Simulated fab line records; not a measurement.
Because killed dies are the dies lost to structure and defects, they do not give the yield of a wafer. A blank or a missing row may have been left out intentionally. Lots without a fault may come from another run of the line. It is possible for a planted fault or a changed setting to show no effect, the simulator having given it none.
Which of the tools did it?	flow n5-finfet	Sampling: 23 lots, 69 wafers, 6 of 1938 route steps

== WHAT THE GAUGES READ, wafer by wafer ==
N5_BEOL_M3_CD_MEAS_11: target cd 17.05 nm.
lot	measured	on	cd-nm (nm)
L074	day 6 23:32	cd-sem-01	16.98 16.71 16.82
L075	day 7 07:58	cd-sem-03	17.10 17.08 17.28
L077	day 7 16:40	cd-sem-02	17.02 16.78 16.85
L076	day 7 17:17	cd-sem-02	16.94 16.76 16.92
L078	day 7 23:02	cd-sem-01	17.22 17.31 17.19
L079	day 8 04:09	cd-sem-02	16.90 16.85 17.38
L080	day 8 07:55	cd-sem-02	16.53 16.94 16.66
L081	day 8 17:34	cd-sem-03	16.77 16.50 16.71
L082	day 8 21:38	cd-sem-02	17.44 17.07 16.94
L083	day 9 08:01	cd-sem-02	16.54 16.75 16.58
L084	day 9 13:02	cd-sem-01	16.72 16.87 16.98
L086	day 9 15:40	cd-sem-03	17.28 17.22 16.83
L085	day 10 02:20	cd-sem-01	16.83 16.70 16.95
L088	day 10 08:17	cd-sem-01	16.56 16.73 16.70
L089	day 10 11:31	cd-sem-03	16.53 17.21 16.89
L090	day 11 04:56	cd-sem-01	16.82 17.58 17.62
L092	day 11 10:38	cd-sem-03	17.05 16.87 17.02
L091	day 11 10:40	cd-sem-02	17.06 17.12 17.19
L093	day 11 23:04	cd-sem-02	16.98 17.13 16.69
L094	day 12 01:28	cd-sem-03	16.98 16.95 16.87
L095	day 12 11:10	cd-sem-01	16.77 16.79 16.68
L096	day 12 12:46	cd-sem-01	16.88 16.91 16.45
L097	day 12 18:24	cd-sem-01	16.93 17.08 16.78

N5_BEOL_M3_OVL_MEAS_29.
lot	measured	on	V2_OVL (nm)
L074	day 7 00:33	overlay-02	-0.3 0.8 -0.2
L075	day 7 08:52	overlay-01	-1.7 0.0 -1.2
L077	day 7 17:39	overlay-01	0.3 -0.4 0.3
L076	day 7 18:21	overlay-01	1.4 0.5 1.3
L078	day 8 00:14	overlay-02	0.0 0.0 0.1
L079	day 8 05:10	overlay-02	-0.4 0.3 1.6
L080	day 8 08:56	overlay-01	0.2 1.1 0.1
L081	day 8 18:28	overlay-02	1.5 1.2 1.7
L082	day 8 22:32	overlay-01	0.4 1.6 0.8
L083	day 9 09:05	overlay-02	0.2 1.4 0.2
L084	day 9 14:00	overlay-01	-0.5 1.0 0.5
L086	day 9 16:39	overlay-01	-0.6 -0.2 -1.0
L085	day 10 03:14	overlay-02	1.7 -0.6 0.1
L088	day 10 09:23	overlay-01	0.3 0.4 0.0
L089	day 10 12:25	overlay-02	1.2 -0.9 -0.1
L090	day 11 10:01	overlay-02	1.3 0.8 0.9
L092	day 11 12:28	overlay-02	0.8 0.0 -0.6
L091	day 11 12:31	overlay-02	0.3 0.4 0.7
L093	day 12 00:05	overlay-02	-1.9 -1.7 0.5
L094	day 12 02:52	overlay-01	0.6 0.0 0.8
L095	day 12 12:17	overlay-02	0.2 -0.4 0.9
L096	day 12 14:01	overlay-02	0.5 0.3 0.1
L097	day 12 19:37	overlay-02	0.1 0.6 1.2

== EACH LOT AND THE TOOL THAT RAN IT (in order: tool; ch and the chambers of the sampled wafers; start) ==
lot	N5_BEOL_M2_DESCUM_33	N5_BEOL_M2_SPUTTER_79	N5_BEOL_M3_ETCH_63	N5_BEOL_M3_STRIP_19
L074	rie-diel-02 ch 0,1,2, day 6 17:58	pvd-sputter-02, day 6 20:20	rie-diel-05 ch 0,2,3, day 6 23:42	rie-diel-05 ch 1,2,3, day 7 00:01
L075	rie-diel-04 ch 0,2, day 6 23:41	pvd-sputter-01, day 7 02:13	rie-diel-06 ch 0,1,3, day 7 08:08	rie-diel-03 ch 0,3, day 7 08:26
L077	rie-diel-04 ch 1,2,3, day 7 05:16	pvd-sputter-02, day 7 11:28	rie-diel-03 ch 0,3, day 7 16:50	rie-diel-03 ch 0,1,3, day 7 17:14
L076	rie-diel-02 ch 1,2, day 7 05:46	pvd-sputter-01, day 7 14:00	rie-diel-06 ch 0,3, day 7 17:37	rie-diel-06 ch 0,2,3, day 7 17:55
L078	rie-diel-02 ch 1,2,3, day 7 14:23	pvd-sputter-03, day 7 17:42	rie-diel-06 ch 0,2, day 7 23:13	rie-diel-03 ch 1,2,3, day 7 23:41
L079	rie-diel-02 ch 0,2,3, day 7 19:20	pvd-sputter-01, day 8 00:37	rie-diel-05 ch 0,1,2, day 8 04:19	rie-diel-05 ch 0,2,3, day 8 04:38
L080	rie-diel-02 ch 1,2,3, day 8 00:12	pvd-sputter-01, day 8 03:53	rie-diel-06 ch 1,2,3, day 8 08:05	rie-diel-05 ch 0,1,3, day 8 08:23
L081	rie-diel-02 ch 0,1,3, day 8 09:03	pvd-sputter-01, day 8 13:52	rie-diel-06 ch 1,3, day 8 17:44	rie-diel-03 ch 1,2, day 8 18:03
L082	rie-diel-02 ch 0,2, day 8 13:22	pvd-sputter-02, day 8 17:47	rie-diel-05 ch 0,1,3, day 8 21:49	rie-diel-05 ch 0,1,3, day 8 22:07
L083	rie-diel-04 ch 0,1,2, day 9 00:47	pvd-sputter-02, day 9 04:17	rie-diel-05 ch 0,1,3, day 9 08:13	rie-diel-05 ch 0,2,3, day 9 08:31
L084	rie-diel-01 ch 0,2,3, day 9 04:28	pvd-sputter-02, day 9 09:08	rie-diel-06 ch 0,2,3, day 9 13:16	rie-diel-06 ch 0,1,2, day 9 13:35
L086	rie-diel-01 ch 0,1,3, day 9 07:59	pvd-sputter-03, day 9 10:17	rie-diel-06 ch 0,1,3, day 9 15:53	rie-diel-06 ch 0,2,3, day 9 16:13
L085	rie-diel-01 ch 0,1,2, day 9 18:36	pvd-sputter-02, day 9 21:20	rie-diel-05 ch 0,1, day 10 02:31	rie-diel-05 ch 0,1, day 10 02:49
L088	rie-diel-01 ch 0,1,3, day 9 23:28	pvd-sputter-02, day 10 05:03	rie-diel-03 ch 0,1,3, day 10 08:39	rie-diel-06 ch 0,3, day 10 08:58
L089	rie-diel-01 ch 1,2,3, day 10 05:08	pvd-sputter-03, day 10 08:17	rie-diel-05 ch 1,3, day 10 11:41	rie-diel-05 ch 1,3, day 10 11:59
L090	rie-diel-04 ch 0,1,2, day 10 19:38	pvd-sputter-01, day 11 01:30	rie-diel-05 ch 0,1, day 11 05:07	rie-diel-05 ch 0,1,3, day 11 05:26
L092	rie-diel-01 ch 0,1,2, day 11 03:17	pvd-sputter-01, day 11 05:18	rie-diel-03 ch 0,1,3, day 11 11:42	rie-diel-03 ch 0,3, day 11 12:02
L091	rie-diel-01 ch 0,1,3, day 11 03:26	pvd-sputter-02, day 11 05:58	rie-diel-05 ch 0,2,3, day 11 11:44	rie-diel-03 ch 0,1,3, day 11 12:05
L093	rie-diel-04 ch 0,1,2, day 11 11:56	pvd-sputter-02, day 11 19:09	rie-diel-03 ch 0,1,2, day 11 23:14	rie-diel-06 ch 0,1,3, day 11 23:33
L094	rie-diel-01 ch 0,1,2, day 11 12:06	pvd-sputter-03, day 11 20:53	rie-diel-06 ch 0,1, day 12 01:57	rie-diel-06 ch 1,2,3, day 12 02:25
L095	rie-diel-02 ch 0,1,2, day 12 04:32	pvd-sputter-01, day 12 07:19	rie-diel-06 ch 2,3, day 12 11:21	rie-diel-06 ch 2,3, day 12 11:44
L096	rie-diel-04 ch 0,1,3, day 12 06:41	pvd-sputter-03, day 12 08:42	rie-diel-03 ch 0,2,3, day 12 13:17	rie-diel-05 ch 0,1,3, day 12 13:36
L097	rie-diel-01 ch 0,1,3, day 12 12:02	pvd-sputter-01, day 12 14:25	rie-diel-06 ch 1,2,3, day 12 18:42	rie-diel-05 ch 2,3, day 12 19:04
- N5_BEOL_M2_DESCUM_33: chemistry O2, time 7 s.
- N5_BEOL_M2_SPUTTER_79: material Cu, target thk 4.5 nm, time 8.29 s.
- N5_BEOL_M3_ETCH_63: etches SiARC in CF4, target depth 15.6 nm, time 26 s.
- N5_BEOL_M3_STRIP_19: strips in O2.

== AS READ BY THE TOOLS THEMSELVES (means over the sampled wafers that have a number; for cases with no such wafer, the mark the record gives instead) ==
N5_BEOL_M2_DESCUM_33.
lot	tool	drypump-motor-current-A (A)	oes-product-au (a.u.)	rf-vpp-V (V)	showerhead-plenum-p-Torr (Torr)	temp-c (C)	throttle-valve-pct (%)
L074	rie-diel-02	6.0	0.83	243.6	2.13	40.17	20.5
L075	rie-diel-04	5.6	0.78	244.2	2.16	39.91	20.5
L077	rie-diel-04	5.7	0.74	243.4	2.09	39.92	20.6
L076	rie-diel-02	6.2	0.87	243.8	2.14	40.12	20.4
L078	rie-diel-02	6.0	0.80	244.5	2.14	40.05	20.3
L079	rie-diel-02	5.8	0.76	244.1	2.12	40.05	20.4
L080	rie-diel-02	6.0	0.80	243.6	2.13	40.01	20.4
L081	rie-diel-02	5.9	0.78	244.0	2.13	40.04	20.5
L082	rie-diel-02	6.0	0.79	243.5	2.11	40.13	20.4
L083	rie-diel-04	5.9	0.80	242.6	2.11	39.99	20.4
L084	rie-diel-01	6.0	0.82	242.9	2.08	39.97	20.6
L086	rie-diel-01	5.8	0.81	242.9	2.08	40.00	20.7
L085	rie-diel-01	6.1	0.87	242.8	2.09	40.00	20.4
L088	rie-diel-01	5.7	0.81	243.1	2.08	40.06	20.7
L089	rie-diel-01	5.9	0.88	243.9	2.12	39.89	20.5
L090	rie-diel-04	6.0	0.90	244.1	2.11	39.96	20.3
L092	rie-diel-01	6.0	0.85	243.7	2.09	39.97	20.5
L091	rie-diel-01	5.8	0.80	243.3	2.08	39.97	20.8
L093	rie-diel-04	6.0	0.89	242.6	2.10	39.86	20.3
L094	rie-diel-01	6.1	0.84	243.1	2.08	40.02	20.5
L095	rie-diel-02	6.0	0.78	243.5	2.11	39.99	20.5
L096	rie-diel-04	5.9	0.87	243.0	2.06	39.97	20.3
L097	rie-diel-01	5.8	0.78	243.3	2.08	39.91	20.7

N5_BEOL_M2_SPUTTER_79.
lot	tool	chamber-pressure-pa (Pa)	throttle-valve-pct (%)
L074	pvd-sputter-02	0.07	30.3
L075	pvd-sputter-01	0.07	29.7
L077	pvd-sputter-02	0.07	28.7
L076	pvd-sputter-01	0.07	29.9
L078	pvd-sputter-03	0.07	29.9
L079	pvd-sputter-01	0.07	29.6
L080	pvd-sputter-01	0.07	29.6
L081	pvd-sputter-01	0.07	28.9
L082	pvd-sputter-02	0.07	29.2
L083	pvd-sputter-02	0.07	29.5
L084	pvd-sputter-02	0.07	29.0
L086	pvd-sputter-03	0.07	29.9
L085	pvd-sputter-02	0.07	29.2
L088	pvd-sputter-02	0.07	30.1
L089	pvd-sputter-03	0.07	30.0
L090	pvd-sputter-01	0.07	28.6
L092	pvd-sputter-01	0.07	30.5
L091	pvd-sputter-02	0.07	28.6
L093	pvd-sputter-02	0.07	30.2
L094	pvd-sputter-03	0.07	29.7
L095	pvd-sputter-01	0.07	30.4
L096	pvd-sputter-03	0.07	30.0
L097	pvd-sputter-01	0.07	30.4

N5_BEOL_M3_ETCH_63.
lot	tool	drypump-motor-current-A (A)	etch-rf-on-time-s (s)	oes-product-au (a.u.)	rf-vpp-V (V)	showerhead-plenum-p-Torr (Torr)	throttle-valve-pct (%)
L074	rie-diel-05	5.86	25.2	0.75	184.0	2.18	15.63
L075	rie-diel-06	5.84	26.1	0.68	183.8	2.19	15.76
L077	rie-diel-03	5.28	25.7	0.63	183.7	2.14	15.72
L076	rie-diel-06	5.79	25.6	0.73	183.9	2.17	15.74
L078	rie-diel-06	5.73	26.4	0.62	183.5	2.14	15.77
L079	rie-diel-05	5.73	24.9	0.69	183.2	2.13	15.57
L080	rie-diel-06	5.75	26.1	0.67	184.8	2.18	15.67
L081	rie-diel-06	5.86	26.2	0.68	184.2	2.21	15.74
L082	rie-diel-05	5.91	25.8	0.68	184.0	2.16	15.64
L083	rie-diel-05	5.90	25.6	0.68	184.4	2.16	15.65
L084	rie-diel-06	5.70	26.3	0.66	183.6	2.15	15.72
L086	rie-diel-06	5.83	25.8	0.68	184.5	2.18	15.79
L085	rie-diel-05	5.81	24.9	0.65	183.9	2.09	15.77
L088	rie-diel-03	5.62	25.8	0.61	183.8	2.10	15.80
L089	rie-diel-05	5.98	26.8	0.69	184.8	2.22	15.55
L090	rie-diel-05	5.80	25.0	0.64	182.1	2.08	15.78
L092	rie-diel-03	5.62	25.5	0.61	183.1	2.10	15.83
L091	rie-diel-05	5.85	25.1	0.71	184.6	2.16	15.69
L093	rie-diel-03	5.71	25.5	0.66	183.6	2.15	15.72
L094	rie-diel-06	5.88	26.5	0.61	184.3	2.19	15.84
L095	rie-diel-06	5.61	26.3	0.63	183.1	2.13	15.65
L096	rie-diel-03	5.40	25.7	0.65	185.3	2.17	15.70
L097	rie-diel-06	5.74	26.3	0.64	184.2	2.16	15.74

N5_BEOL_M3_STRIP_19.
lot	tool	drypump-motor-current-A (A)	oes-product-au (a.u.)	rf-vpp-V (V)	showerhead-plenum-p-Torr (Torr)	temp-c (C)	throttle-valve-pct (%)
L074	rie-diel-05	5.82	0.86	3.4	2.14	39.98	16.46
L075	rie-diel-03	5.33	0.73	3.4	2.07	39.90	16.69
L077	rie-diel-03	5.62	0.73	3.8	2.05	40.05	16.75
L076	rie-diel-06	5.71	0.79	3.1	2.11	40.02	16.79
L078	rie-diel-03	5.66	0.80	3.5	2.11	40.13	16.69
L079	rie-diel-05	5.85	0.84	3.7	2.12	40.11	16.68
L080	rie-diel-05	5.92	0.81	3.6	2.11	39.97	16.65
L081	rie-diel-03	5.99	0.77	3.5	2.09	39.98	16.79
L082	rie-diel-05	5.89	0.80	3.7	2.11	40.00	16.65
L083	rie-diel-05	5.86	0.83	3.5	2.12	39.99	16.70
L084	rie-diel-06	5.77	0.71	3.2	2.12	39.93	16.84
L086	rie-diel-06	5.71	0.77	3.5	2.10	40.04	16.82
L085	rie-diel-05	5.79	0.74	3.3	2.03	40.03	16.76
L088	rie-diel-06	5.82	0.77	3.9	2.11	39.94	16.91
L089	rie-diel-05	6.01	0.83	3.9	2.17	40.05	16.59
L090	rie-diel-05	5.91	0.78	3.4	2.10	40.05	16.69
L092	rie-diel-03	5.32	0.71	3.7	2.06	40.03	16.76
L091	rie-diel-03	5.63	0.70	4.0	2.04	40.10	16.81
L093	rie-diel-06	5.85	0.77	3.7	2.14	39.99	16.91
L094	rie-diel-06	5.75	0.75	3.6	2.14	40.00	16.84
L095	rie-diel-06	5.71	0.80	3.8	2.11	39.94	16.83
L096	rie-diel-05	5.91	0.77	3.6	2.10	39.94	16.70
L097	rie-diel-05	5.77	0.84	4.0	2.15	40.05	16.57

== THE ANSWER, worked out from the rows above alone ==
Rule: usual is defined by the lots themselves. The widest of any qualifying gaps counts: lots, ordered by their means at a reading, are off when they make up no more than a third of the lots, leave a main group of 4 or more, and stand apart from it by 3 or more times the standard deviation of that group's means. If all means in a main group match to the digits the tables above print for the reading, that group is not used. Also off: a lot with no number at a reading for which 4 or more lots have one. Any other lot the step has rows for is counted as sound. After the gauges, taken in route order, come the tools' own readings; for these a lot's mean is taken, as printed above. At the first step where some lot is off, the reading lying furthest off is the one used; lots without a number count as furthest.
Across all readings shown, no lot is off: no conclusion can be drawn from this.

== WHAT THE SIMULATOR HAD INSERTED ==
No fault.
